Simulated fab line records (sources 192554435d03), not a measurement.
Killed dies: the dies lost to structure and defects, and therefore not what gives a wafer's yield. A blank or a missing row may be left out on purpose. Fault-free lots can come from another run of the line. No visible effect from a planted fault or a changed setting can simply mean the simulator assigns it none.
A single fault, viewed from 2 desks + flow n5-finfet + each desk has only its own numbers; what lay behind them comes last

DESK OF THE TOOL OWNER: rie-diel-04
The tool's own readings at N5_BEOL_M3_ETCH_69 (etches SiARC in CF4, target depth 15.6 nm, time 26 s): means of the sampled wafers that have a number, for each lot that ran on this tool. Marked OUT: a lot whose mean sits more than 4 standard deviations from the usual mean, which makes it out of limits; the brackets give that distance. Only the readings that lie furthest out on some lot appear, 7 of the 8 it has.
Columns: A = bias-w at N5_BEOL_M3_ETCH_69, usual 36.00 W; B = drypump-motor-current-A at N5_BEOL_M3_ETCH_69, usual 5.7 A; C = etch-rf-on-time-s at N5_BEOL_M3_ETCH_69, usual 25.8 s; D = oes-product-au at N5_BEOL_M3_ETCH_69, usual 0.69 a.u.; E = rf-vpp-V at N5_BEOL_M3_ETCH_69, usual 184.3 V; F = showerhead-plenum-p-Torr at N5_BEOL_M3_ETCH_69, usual 2.17 Torr; G = throttle-valve-pct at N5_BEOL_M3_ETCH_69, usual 15.58 %
| lot  | first seen here | A     | B   | C    | D    | E     | F    | G     |
|------|-----------------|-------|-----|------|------|-------|------|-------|
| L254 | day 10 12:47    | 36.06 | 5.2 | 25.0 | 0.69 | 184.8 | 2.18 | 15.48 |
| L253 | day 10 13:07    | 35.99 | 5.5 | 25.5 | 0.72 | 184.7 | 2.23 | 15.41 |
| L255 | day 10 23:47    | 36.14 | 5.6 | 25.6 | 0.76 | 186.1 | 2.28 | 15.32 |
| L258 | day 11 09:50    | 36.15 | 5.8 | 25.3 | 0.73 | 185.8 | 2.26 | 15.54 |
This desk found nothing out of limits on any of the 4 lots.

AT THE METROLOGY DESK
What the gauges read for every lot (on any tool): the sampled wafers with a number, averaged. Marked OUT: a lot whose mean sits more than 4 standard deviations from the usual mean, which makes it out of limits; the brackets give that distance. Only the readings that lie furthest out on some lot appear, 7 of the 12 it has.
Columns: A = V2_OVL at N5_BEOL_M3_OVL_MEAS_29, usual -0.4 nm; B = IOFF_N at N5_BEOL_M4_RC_MEAS_101, usual 0.16 nA/um; C = IOFF_P at N5_BEOL_M4_RC_MEAS_101, usual 0.21 nA/um; D = ION_N at N5_BEOL_M4_RC_MEAS_101, usual 676 uA/um; E = ION_P at N5_BEOL_M4_RC_MEAS_101, usual 462 uA/um; F = VT_N at N5_BEOL_M4_RC_MEAS_101, usual 249 mV; G = VT_P at N5_BEOL_M4_RC_MEAS_101, usual -250 mV
| lot  | first seen here | A    | B    | C    | D   | E   | F   | G    |
|------|-----------------|------|------|------|-----|-----|-----|------|
| L247 | day 9 06:49     | -0.1 | -    | -    | -   | -   | -   | -    |
| L248 | day 9 06:55     | -0.9 | -    | -    | -   | -   | -   | -    |
| L252 | day 10 12:30    | -0.2 | 0.15 | 0.19 | 676 | 459 | 249 | -251 |
| L254 | day 10 12:37    | -0.5 | 0.20 | 0.23 | 689 | 467 | 247 | -250 |
| L253 | day 10 12:56    | -0.1 | 0.18 | 0.26 | 681 | 477 | 246 | -244 |
| L255 | day 10 23:37    | -0.1 | 0.14 | 0.20 | 673 | 463 | 251 | -250 |
| L258 | day 11 09:29    | -1.2 | 0.21 | 0.25 | 694 | 472 | 245 | -247 |
| L262 | day 13 03:57    | -0.8 | 0.16 | 0.23 | 665 | 463 | 250 | -248 |
This desk found nothing out of limits on any of the 8 lots.

ALL TOGETHER
The tool owner's desk saw nothing out of limits.
Metrology desk: nothing out of limits seen.

WHAT THE SIMULATOR HAD INSERTED
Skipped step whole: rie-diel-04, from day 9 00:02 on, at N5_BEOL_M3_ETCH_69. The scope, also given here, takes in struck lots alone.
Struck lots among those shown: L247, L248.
